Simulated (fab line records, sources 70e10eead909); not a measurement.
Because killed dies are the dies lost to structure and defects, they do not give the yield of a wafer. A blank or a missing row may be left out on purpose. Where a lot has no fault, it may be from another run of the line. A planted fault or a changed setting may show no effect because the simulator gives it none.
Which tool is to blame? / flow nand_harc / 7 lots with 21 wafers sampled at 3 steps, on a route of 1302 steps

## WHAT THE GAUGES SHOWED, per wafer
NHARC_A_M0_CD_MEAS_09: the cd target is 80 nm.
lot=L828; measured=day 23 09:52; on=cd_sem-02; cd_nm (nm)=80.7 79.7 80.4
lot=L830; measured=day 24 10:11; on=cd_sem-02; cd_nm (nm)=80.6 80.4 79.6
lot=L832; measured=day 25 09:37; on=cd_sem-03; cd_nm (nm)=80.1 80.0 79.9
lot=L834; measured=day 25 17:20; on=cd_sem-03; cd_nm (nm)=80.1 80.3 79.8
lot=L838; measured=day 26 14:48; on=cd_sem-03; cd_nm (nm)=80.4 80.6 79.9
lot=L841; measured=day 29 00:13; on=cd_sem-03; cd_nm (nm)=71.7 72.2 72.1
lot=L849; measured=day 32 16:27; on=cd_sem-01; cd_nm (nm)=80.6 80.9 81.2

## WHAT TOOL EACH LOT RAN ON (gives the tool, then ch and the chambers of the sampled wafers, and finally the start)
lot=L828; NHARC_A_BLC_ETCH_16=rie_diel-12 ch 0,1,3, day 23 05:50; NHARC_A_M0_EXPOSE_06=arfi_scanner-03 ch 0, day 23 09:44
lot=L830; NHARC_A_BLC_ETCH_16=rie_diel-10 ch 0,3, day 24 06:05; NHARC_A_M0_EXPOSE_06=arfi_scanner-03 ch 0, day 24 10:02
lot=L832; NHARC_A_BLC_ETCH_16=rie_diel-08 ch 1,2, day 25 05:44; NHARC_A_M0_EXPOSE_06=arfi_scanner-03 ch 0, day 25 09:28
lot=L834; NHARC_A_BLC_ETCH_16=rie_diel-12 ch 0,2,3, day 25 13:34; NHARC_A_M0_EXPOSE_06=arfi_scanner-02 ch 0, day 25 17:12
lot=L838; NHARC_A_BLC_ETCH_16=rie_diel-10 ch 1,3, day 26 11:09; NHARC_A_M0_EXPOSE_06=arfi_scanner-02 ch 0, day 26 14:40
lot=L841; NHARC_A_BLC_ETCH_16=rie_diel-08 ch 1,2, day 28 20:26; NHARC_A_M0_EXPOSE_06=arfi_scanner-02 ch 0, day 29 00:05
lot=L849; NHARC_A_BLC_ETCH_16=rie_diel-10 ch 0,1,2, day 32 12:34; NHARC_A_M0_EXPOSE_06=arfi_scanner-03 ch 0, day 32 16:19
- NHARC_A_BLC_ETCH_16: etches the open film in CF4, target depth 39 nm, time 65 s.
- NHARC_A_M0_EXPOSE_06: exposes mask A M0, target cd 80 nm.

## THE ANSWER, worked out from the rows above alone
Rule: the lots themselves supply what counts as usual. The widest of any qualifying gaps counts: lots, ordered by their means at a reading, are off when they make up no more than a third of the lots, leave a main group of 4 or more, and stand apart from it by 3 or more times the standard deviation of that group's means. A main group is skipped when, at the precision printed for the reading in the tables above, its means are all equal. Also off: a lot with no number at a reading for which 4 or more lots have one. Any other lot the step has rows for is counted as sound.
Off: L841, at NHARC_A_M0_CD_MEAS_09 (cd_nm). Mean 80.3 nm and standard deviation 0.29 in the main group.
A tool fits if, at a process step before that reading, it ran every lot that is off, and no sound lot after the first of them. The gauges at NHARC_A_M0_CD_MEAS_09 are tried like those tools. Can't be told from this: 3 tools fit, rie_diel-08 at NHARC_A_BLC_ETCH_16, arfi_scanner-02 at NHARC_A_M0_EXPOSE_06, cd_sem-03 at NHARC_A_M0_CD_MEAS_09.

## WHAT HAD BEEN PUT IN BY THE SIMULATOR
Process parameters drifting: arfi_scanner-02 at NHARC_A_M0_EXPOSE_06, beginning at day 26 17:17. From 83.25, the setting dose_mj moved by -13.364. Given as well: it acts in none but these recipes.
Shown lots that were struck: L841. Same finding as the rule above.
